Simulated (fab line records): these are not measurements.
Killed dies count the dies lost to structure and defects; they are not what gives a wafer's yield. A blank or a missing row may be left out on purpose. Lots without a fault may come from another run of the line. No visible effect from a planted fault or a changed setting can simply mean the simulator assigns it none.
Which tool was responsible? -- flow nand harc -- Sampling: 13 lots, 39 wafers, 4 of 1159 route steps

== WHAT THE GAUGES READ, wafer by wafer ==
No reading from a measuring or inspecting step in the record can be judged against a usual standard deviation.

== TOOL THAT RAN EACH LOT (tool first, then ch and the chambers of the sampled wafers, then the start) ==
lot,NHARC_P_GATE_DEVELOP_25,NHARC_P_GATE_HM_OPEN_105,NHARC_P_GATE_ETCH_32,NHARC_P_GATE_STRIP_112
L746,"litho track-06 ch 0, day 4 22:00","rie diel-01 ch 2,3, day 4 23:13 or earlier","rie si-05 ch 0,2,3, day 4 23:13","plasma asher-02 ch 0,1, day 5 13:33"
L747,"litho track-04 ch 0, day 5 04:00","rie diel-01 ch 1,2,3, day 5 04:51 or earlier","rie si-05 ch 0,1,2, day 5 04:51","plasma asher-02 ch 0,1, day 5 18:36"
L751,"litho track-01 ch 0, day 6 04:00","rie diel-01 ch 1,2, day 6 05:22 or earlier","rie si-03 ch 0,1,2, day 6 05:22","plasma asher-01 ch 1, day 6 19:12"
L750,"litho track-06 ch 0, day 6 05:00","rie diel-12 ch 0,1, day 6 06:05 or earlier","rie si-05 ch 2,3, day 6 06:05","plasma asher-01 ch 0,1, day 6 20:32"
L753,"litho track-06 ch 0, day 6 15:00","rie diel-02 ch 1,2, day 6 15:52 or earlier","rie si-03 ch 0,1, day 6 15:52","plasma asher-02 ch 0,1, day 7 12:07"
L752,"litho track-01 ch 0, day 6 15:00","rie diel-12 ch 0,1,2, day 6 16:11 or earlier","rie si-02 ch 0,2,3, day 6 16:11","plasma asher-02 ch 0,1, day 7 05:45"
L754,"litho track-06 ch 0, day 6 21:00","rie diel-02 ch 1,2,3, day 6 22:43 or earlier","rie si-02 ch 0,1,3, day 6 22:43","plasma asher-02 ch 0,1, day 7 12:40"
L763,"litho track-06 ch 0, day 9 04:00","rie diel-01 ch 0,1,3, day 9 05:58 or earlier","rie si-03 ch 0,2,3, day 9 05:58","plasma asher-01 ch 0,1, day 9 20:02"
L764,"litho track-06 ch 0, day 9 13:00","rie diel-01 ch 0,1,2, day 9 14:56 or earlier","rie si-05 ch 0,1, day 9 14:56","plasma asher-01 ch 0,1, day 10 04:39"
L765,"litho track-01 ch 0, day 9 13:00","rie diel-01 ch 0,1,2, day 9 15:05 or earlier","rie si-02 ch 0,1,3, day 9 15:05","plasma asher-02 ch 0,1, day 10 04:53"
L766,"litho track-04 ch 0, day 9 21:00","rie diel-02 ch 0,2,3, day 9 22:03 or earlier","rie si-03 ch 1,3, day 9 22:03","plasma asher-02 ch 0,1, day 10 11:30"
L768,"litho track-04 ch 0, day 10 08:00","rie diel-01 ch 1,2,3, day 10 08:58 or earlier","rie si-03 ch 0,1,3, day 10 08:58","plasma asher-01 ch 0,1, day 10 22:34"
L767,"litho track-04 ch 0, day 10 08:00","rie diel-12 ch 1,3, day 10 09:20 or earlier","rie si-05 ch 1,2,3, day 10 09:20","plasma asher-02 ch 0,1, day 10 22:58"
- NHARC_P_GATE_DEVELOP_25: develop time 35 s.
- NHARC_P_GATE_HM_OPEN_105: chemistry O2/COS, target depth 360 nm.
- NHARC_P_GATE_ETCH_32: etches the open film in HBr/Cl2, target depth 150 nm, time 100.1 s.
- NHARC_P_GATE_STRIP_112: strips in N2/H2, time 200 s.

== WHAT THE TOOLS THEMSELVES READ (means of the sampled wafers that have a number; where no wafer has one, the mark that the record gives instead) ==
NHARC_P_GATE_DEVELOP_25.
lot,tool,developer temp C (C)
L746,litho track-06,23.19
L747,litho track-04,23.03
L751,litho track-01,22.96
L750,litho track-06,22.97
L753,litho track-06,23.05
L752,litho track-01,23.00
L754,litho track-06,23.01
L763,litho track-06,22.27
L764,litho track-06,22.01
L765,litho track-01,23.01
L766,litho track-04,23.05
L768,litho track-04,23.08
L767,litho track-04,22.94

NHARC_P_GATE_HM_OPEN_105.
lot,tool,drypump motor current A (A),o2 flow sccm (sccm),oes product au (a.u.),rf vpp V (V),showerhead plenum p Torr (Torr),throttle valve pct (%)
L746,rie diel-01,5.8,399.6,1.007,466.5,3.05,28.328
L747,rie diel-01,5.6,400.2,1.007,468.1,3.13,28.330
L751,rie diel-01,5.2,400.3,1.010,467.1,3.12,28.328
L750,rie diel-12,6.3,398.8,1.004,467.2,3.14,28.337
L753,rie diel-02,6.3,400.7,1.009,465.7,3.03,28.330
L752,rie diel-12,5.9,400.7,1.004,466.7,3.11,28.340
L754,rie diel-02,6.1,399.7,1.006,467.0,3.09,28.337
L763,rie diel-01,5.8,400.3,0.996,468.2,3.14,28.336
L764,rie diel-01,5.4,398.9,1.010,467.3,3.14,28.327
L765,rie diel-01,5.4,399.1,1.012,467.7,3.14,28.329
L766,rie diel-02,6.0,399.5,1.000,466.3,3.07,28.325
L768,rie diel-01,5.6,398.9,1.000,467.0,3.11,28.325
L767,rie diel-12,5.5,400.5,0.987,467.1,3.15,28.326

NHARC_P_GATE_ETCH_32.
lot,tool,drypump motor current A (A),oes product au (a.u.),throttle valve pct (%)
L746,rie si-05,5.5,1.003,26.404
L747,rie si-05,5.4,1.004,26.415
L751,rie si-03,5.6,1.000,26.399
L750,rie si-05,5.8,0.997,26.403
L753,rie si-03,5.9,0.996,26.414
L752,rie si-02,5.2,0.994,26.401
L754,rie si-02,5.5,0.986,26.405
L763,rie si-03,5.7,0.997,26.410
L764,rie si-05,5.3,1.003,26.408
L765,rie si-02,5.5,0.997,26.408
L766,rie si-03,5.3,0.992,26.403
L768,rie si-03,5.6,0.997,26.403
L767,rie si-05,5.8,1.001,26.399

NHARC_P_GATE_STRIP_112.
lot,tool,drypump motor current A (A),heater power w (W)
L746,plasma asher-02,5.8,89
L747,plasma asher-02,5.8,88
L751,plasma asher-01,6.2,102
L750,plasma asher-01,5.9,92
L753,plasma asher-02,5.9,84
L752,plasma asher-02,5.8,90
L754,plasma asher-02,5.9,84
L763,plasma asher-01,5.6,85
L764,plasma asher-01,5.9,93
L765,plasma asher-02,5.8,87
L766,plasma asher-02,5.8,86
L768,plasma asher-01,5.9,93
L767,plasma asher-02,5.8,87

== THE ANSWER, worked out from the rows above alone ==
Rule: what is usual is taken from the lots themselves. The widest of any qualifying gaps counts: lots, ordered by their means at a reading, are off when they make up no more than a third of the lots, leave a main group of 4 or more, and stand apart from it by 3 or more times the standard deviation of that group's means. The tables above print the reading to a certain number of digits; a main group whose means all agree to those digits is not used. Also off: a lot with no number at a reading for which 4 or more lots have one. The other lots that the step has rows for count as sound. After the gauges, taken in route order, come the tools' own readings; for these a lot's mean is taken, as printed above. At the first step where some lot is off, the reading lying furthest off is the one used; lots without a number count as furthest.
Off: L763, L764, at NHARC_P_GATE_DEVELOP_25 (developer temp C). The main group: mean 23.03 C, standard deviation 0.065.
If a tool, at that step or one of the process steps before it, ran each lot that is off and ran no sound lot following the first of them, it fits. One candidate fits, namely litho track-06 at NHARC_P_GATE_DEVELOP_25. Its last sound lot is L754 (day 6 21:00), its first lot that is off L763 (day 9 04:00): a fault that began between those two fits.
On the lots that are off, the tool's own readings at NHARC_P_GATE_DEVELOP_25 differ by more than 5 times the standard deviation of the sound lots' means, which bears it out; developer temp C reads 22.14 C there versus 23.03 C on the sound lots.

== WHAT THE SIMULATOR HAD INSERTED ==
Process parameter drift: litho track-06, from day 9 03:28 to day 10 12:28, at NHARC_P_GATE_DEVELOP_25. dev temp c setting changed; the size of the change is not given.
Lots struck among those shown: L763, L764. Same finding as the rule above.
